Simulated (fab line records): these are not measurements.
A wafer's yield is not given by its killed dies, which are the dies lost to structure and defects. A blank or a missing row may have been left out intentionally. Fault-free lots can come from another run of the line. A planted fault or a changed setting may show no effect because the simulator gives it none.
Chamber matching | flow nand harc | 4 sister chambers for NHARC_A_BLC_ETCH_16 on rie diel-04
The step etches the open film in CF4, target depth 39 nm, time 65 s. 20 wafers are shown with their chamber, then 10 later ones without.

EACH WAFER AND ITS CHAMBER
wafer  | chamber | showerhead plenum p Torr (Torr) | drypump motor current A (A) | rf vpp V (V)
L841.1 | 1       | 1.79                            | 5.2                         | 152.2
L841.3 | 2       | 1.87                            | 5.9                         | 154.3
L841.4 | 3       | 1.68                            | 6.0                         | 150.7
L837.1 | 0       | 1.65                            | 4.8                         | 147.9
L837.3 | 2       | 1.87                            | 5.9                         | 152.8
L837.4 | 0       | 1.65                            | 4.8                         | 151.1
L839.2 | 3       | 1.68                            | 6.0                         | 152.1
L839.3 | 0       | 1.65                            | 4.8                         | 150.5
L839.4 | 2       | 1.87                            | 5.9                         | 152.8
L842.3 | 2       | 1.87                            | 5.8                         | 153.9
L842.4 | 2       | 1.87                            | 5.9                         | 152.8
L842.6 | 1       | 1.79                            | 5.2                         | 151.2
L845.1 | 1       | 1.79                            | 5.2                         | 150.3
L845.2 | 3       | 1.68                            | 6.0                         | 151.4
L845.6 | 0       | 1.65                            | 4.8                         | 149.8
L846.1 | 0       | 1.65                            | 4.9                         | 149.8
L846.3 | 1       | 1.79                            | 5.2                         | 151.7
L846.4 | 2       | 1.86                            | 5.9                         | 153.1
L847.1 | 2       | 1.86                            | 5.9                         | 152.3
L847.2 | 1       | 1.79                            | 5.2                         | 150.5

SIGNATURES (averages over the wafers above)
reading                  | chamber 0 | chamber 1 | chamber 2 | chamber 3 | scatter within a chamber
showerhead plenum p Torr | 1.6500    | 1.7900    | 1.8671    | 1.6800    | 0.00299
drypump motor current A  | 4.820     | 5.200     | 5.886     | 6.000     | 0.0322
rf vpp V                 | 149.820   | 151.180   | 153.143   | 151.400   | 0.877
Rule: for each reading, subtract the chamber's mean from the wafer's reading, divide by that reading's scatter and square the result; add these up over the readings and take the root, which gives the wafer's distance from the chamber. If the next closest chamber is less than 2 further off than the closest, the wafer can't be placed; otherwise it belongs to the closest. The scatter: take each reading less its chamber's mean, square it, sum over the shown wafers, divide by the number of wafers less the number of chambers, and take the root.

WAFERS WITHOUT THEIR CHAMBER
wafer  | showerhead plenum p Torr (Torr) | drypump motor current A (A) | rf vpp V (V)
L847.3 | 1.68                            | 6.0                         | 149.5
L851.2 | 1.65                            | 4.8                         | 150.9
L851.4 | 1.86                            | 5.9                         | 151.3
L851.6 | 1.86                            | 5.9                         | 152.0
L859.2 | 1.86                            | 5.8                         | 152.0
L859.4 | 1.68                            | 6.0                         | 149.0
L859.6 | 1.68                            | 6.0                         | 149.4
L858.2 | 1.65                            | 4.9                         | 150.3
L858.3 | 1.79                            | 5.2                         | 151.4
L858.6 | 1.86                            | 5.9                         | 151.8

WHICH CHAMBER EACH WENT THROUGH
wafer  | from the rows above | in truth
L847.3 | 3                   | 3
L851.2 | 0                   | 0
L851.4 | 2                   | 2
L851.6 | 2                   | 2
L859.2 | 2                   | 2
L859.4 | 3                   | 3
L859.6 | 3                   | 3
L858.2 | 0                   | 0
L858.3 | 1                   | 1
L858.6 | 2                   | 2
Placed correctly: 10 of 10. From these rows, 0 cannot be placed. Placed wrongly: 0.
